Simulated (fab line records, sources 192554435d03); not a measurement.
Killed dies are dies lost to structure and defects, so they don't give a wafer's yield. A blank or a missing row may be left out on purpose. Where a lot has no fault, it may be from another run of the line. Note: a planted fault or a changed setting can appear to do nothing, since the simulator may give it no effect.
A lot that was struck, set against a sound lot -- flow n5-finfet -- 14 out of 1938 route steps
Sound: wafers L772.1, L772.2, L772.5. Struck: wafers L788.1, L788.2. (L788.4 of the same lot was not struck and is left out.) The cause comes at the end.
At each step with rows: each side's tool, then ch and its chambers, then its first start. Under that, the readings that differ: sound wafers -- struck wafers -- difference of the means -- sigmas: that difference in standard deviations of wafers without a fault.
alike: words and numbers the same on both sides, and readings whose means are apart by under 2 such deviations; not compared: readings that were withheld, readings missing a value for some wafer, numbers with overlapping values and no deviation given by the record, and bounds like >300 which may hide the same value.
Wherever a step has rows on one side only, a row that says differs or no value, or a row with sigmas, the two part there. When numbers do not overlap yet have no deviation, they are printed without sigmas and do not part them. A reading missing from all wafers of one side parts the sides only when that side holds two or more wafers.

first, 3 steps without rows for these wafers: N5_BEOL_M12_PRECLEAN_39 (cleans in residue remover, time 60 s); N5_BEOL_M12_SRD_40 (time 30 s, dry time 30 s); N5_BEOL_M12_DEGAS_41 (time 60 s).
N5_BEOL_M12_PRE_CLEAN_42: time 30 s.
  sound on pvd-sputter-03 at day 11 10:05; struck on pvd-sputter-02 at day 16 00:54
  alike: heater-power-w
then, 1 step without rows for these wafers: N5_BEOL_M12_SPUTTER_43 (material TaN, target thk 15 nm, time 24.19 s).
N5_BEOL_M12_SPUTTER_44: material Ta, target thk 10 nm, time 16.13 s.
  sound on pvd-sputter-03 at day 11 10:13; struck on pvd-sputter-02 at day 16 01:01
  alike: throttle-valve-pct
N5_BEOL_M12_SPUTTER_45: material Cu, target thk 80 nm, time 13.33 s.
  sound on pvd-sputter-03 at day 11 10:17; struck on pvd-sputter-02 at day 16 01:06
  alike: chuck-sensor-temp-C, throttle-valve-pct
then, 1 step without rows for these wafers: N5_BEOL_M12_ECD_47 (material Cu, target thk 720 nm).
N5_BEOL_M12_ANNEAL_48: time 90 s.
  sound on rtp-anneal-02 ch 0, day 11 10:37; struck on rtp-anneal-02 ch 0, day 16 02:14
  alike: wafer_temp_C_max
N5_BEOL_M12_CMP_49: polishes, stops on SiOC, t overpolish 20.6 s, target thk 320 nm.
  sound on cmp-04 ch 2,3, day 11 10:56; struck on cmp-04 ch 0,3, day 16 02:32
  alike: barrier-field-endpoint-s, motor-current-A, overpolish-run-s, slurry-filter-dp-kPa
N5_BEOL_M12_THK_MEAS_50: measures by xrf.
  sound on film-metro-02 at day 11 11:12; struck on film-metro-01 at day 16 02:49
  alike: M12_THK
then, 1 step without rows for these wafers: N5_BEOL_M12_PRE_CLEAN_52 (time 15 s).
N5_BEOL_M12_DEP_53: deposits SiCN from 3MS/NH3, target thk 30 nm, time 10.5 s.
  sound on pecvd-01 ch 1,2, day 11 11:17; struck on pecvd-03 ch 0,1, day 16 02:53
reading,sound,struck,difference,sigmas
throttle-valve-pct (%),17.6 16.3 16.3,19.6 20.2,+3.2,+2
model.SiCN_of_BEOL_M12_DEP_53.thk-nm (nm),29.8 30 30.2,31.2 31.2,+1.2,
  alike: showerhead-plenum-p-Torr
N5_BEOL_M12_RS_MEAS_54: a four-point-probe measurement.
  sound on film-metro-01 at day 11 11:21; struck on film-metro-02 at day 16 02:57
  alike: M12_RS

WHERE THEY PART
At N5_BEOL_M12_DEP_53 and nowhere else, as far as this record goes. Later steps at which nothing parts them and some readings are alike: N5_BEOL_M12_RS_MEAS_54.

WHY: the cause the simulator had injected
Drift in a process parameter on pecvd-03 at N5_BEOL_M12_DEP_53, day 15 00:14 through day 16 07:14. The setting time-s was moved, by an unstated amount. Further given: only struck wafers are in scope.
